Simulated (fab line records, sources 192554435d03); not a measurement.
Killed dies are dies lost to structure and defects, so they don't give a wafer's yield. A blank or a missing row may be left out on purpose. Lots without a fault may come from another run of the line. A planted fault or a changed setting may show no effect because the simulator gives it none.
Split-lot experiment | flow n5_finfet | 7 lots, 21 wafers read, on a route of 1938 steps

THE SPLIT
At N5_FIN_CUT_COAT_19 (time 60 s, resist thk 20 nm), the setting spin_rpm was moved away from the recipe's 1500 rpm on 9 of the 21 wafers read, by +6.1% to +11.1%. The other wafers ran this setting at the recipe's value.

FROM THE SPLIT TO THE READING: what the file shows between them, 4 steps
- N5_FIN_CUT_COAT_29: time 60 s, resist thk 10 nm
- N5_FIN_CUT_COAT_02: resist thk 30 nm
- N5_FIN_CUT_DESCUM_13: chemistry O2, time 7 s
- N5_FIN_CUT_ETCH_30: etches underlayer in N2/H2, target depth 13 nm, time 10.4 s

THE READING
etch.depth_nm (the simulator's own value, which no gauge read), in nm, at N5_FIN_CUT_ETCH_20 (etches SiARC in CF4, target depth 26 nm, time 43.3 s). The file gives no usual value for it. The 12 wafers here that ran the recipe average 20.00 nm, standard deviation 0.045 nm.

wafer  | tool, chamber at the split | spin_rpm as run, rpm | against the recipe | etch.depth_nm, nm | against lot-mates on the recipe
L076.1 | litho_track-02, 0          | 1667                 | +11.1%             | 18.98             | no lot-mate on the recipe
L076.2 | litho_track-02, 0          | 1667                 | +11.1%             | 18.98             | no lot-mate on the recipe
L076.5 | litho_track-02, 0          | 1667                 | +11.1%             | 18.91             | no lot-mate on the recipe
L080.3 | litho_track-05, 0          | 1616                 | +7.7%              | 19.25             | -0.73
L080.5 | litho_track-05, 0          | 1500                 | recipe             | 19.97             | -
L080.6 | litho_track-05, 0          | 1500                 | recipe             | 19.99             | -
L088.2 | litho_track-04, 0          | 1500                 | recipe             | 20.01             | -
L088.5 | litho_track-04, 0          | 1500                 | recipe             | 20.07             | -
L088.6 | litho_track-04, 0          | 1500                 | recipe             | 20.06             | -
L089.2 | litho_track-02, 0          | 1500                 | recipe             | 19.96             | -
L089.5 | litho_track-02, 0          | 1500                 | recipe             | 19.94             | -
L089.6 | litho_track-02, 0          | 1500                 | recipe             | 19.93             | -
L092.1 | litho_track-05, 0          | 1633                 | +8.9%              | 19.13             | -0.87
L092.3 | litho_track-05, 0          | 1500                 | recipe             | 20                | -
L092.4 | litho_track-05, 0          | 1633                 | +8.9%              | 19.17             | -0.83
L095.1 | litho_track-05, 0          | 1592                 | +6.1%              | 19.39             | no lot-mate on the recipe
L095.4 | litho_track-05, 0          | 1592                 | +6.1%              | 19.34             | no lot-mate on the recipe
L095.6 | litho_track-05, 0          | 1592                 | +6.1%              | 19.4              | no lot-mate on the recipe
L097.2 | litho_track-04, 0          | 1500                 | recipe             | 20.03             | -
L097.3 | litho_track-04, 0          | 1500                 | recipe             | 20.06             | -
L097.6 | litho_track-04, 0          | 1500                 | recipe             | 19.98             | -

THE FIT
A straight line over all 21 wafers: etch.depth_nm changes by -0.0953 nm for each +1% of spin_rpm; r = -1.00; the points scatter about the line by 0.044 nm.
The same after taking each lot's own level away (the mean of its wafers on the recipe; 15 wafers): -0.0955 nm for each +1%; r = -1.00; scatter 0.023 nm.
On that fit, the largest move of spin_rpm shifts the reading by 1.1 nm.
The lots' own levels span 19.943 to 20.047 nm, that is 2.3 times the standard deviation above.
So the lot-to-lot level changes the slope little: the two slopes agree.
Check: with one of the wafers moved furthest among these (+8.9%) left out of the fit, the line predicts -0.833 nm for it against its lot-mates. It came out at -0.87 nm against them.

OTHER SPLITS ON THESE WAFERS
These wafers also went through other splits before the reading. Each is held against what the fit with the lots' levels taken away leaves over:
other split on the same wafers                    | wafers away from the commonest value | r with etch.depth_nm (lot level and that fit taken away)
N5_WELL_APT_EXPOSE_05 dose_mj                     | 7                                    | -0.02
N5_WELL_APT_COAT_19 spin_rpm                      | 7                                    | -0.21
N5_PMOS_HMC_CHANNEL_EPI_PEB_07 peb_time_s         | 6                                    | -0.24
N5_PMOS_HMC_CHANNEL_EPI_DEVELOP_08 develop_time_s | 9                                    | +0.25

THE WHOLE CHAIN: every reading that the file lists as answering this split, in the file's order
step               | what it does                                         | reading                                                                          | change (the file's fit)                | r (the file's)
N5_FIN_CUT_COAT_19 | time 60 s, resist thk 20 nm                          | SiARC_of_FIN_CUT_COAT_19.thk_nm (the simulator's own value, which no gauge read) | -0.0959 nm for each +1% of the setting | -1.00
N5_FIN_CUT_ETCH_20 | etches SiARC in CF4, target depth 26 nm, time 43.3 s | etch.depth_nm (the simulator's own value, which no gauge read)                   | -0.095 nm for each +1% of the setting  | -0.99

THE FILE'S OWN FIT
etch.depth_nm changes by -0.095 nm for each +1% of spin_rpm, r = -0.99.
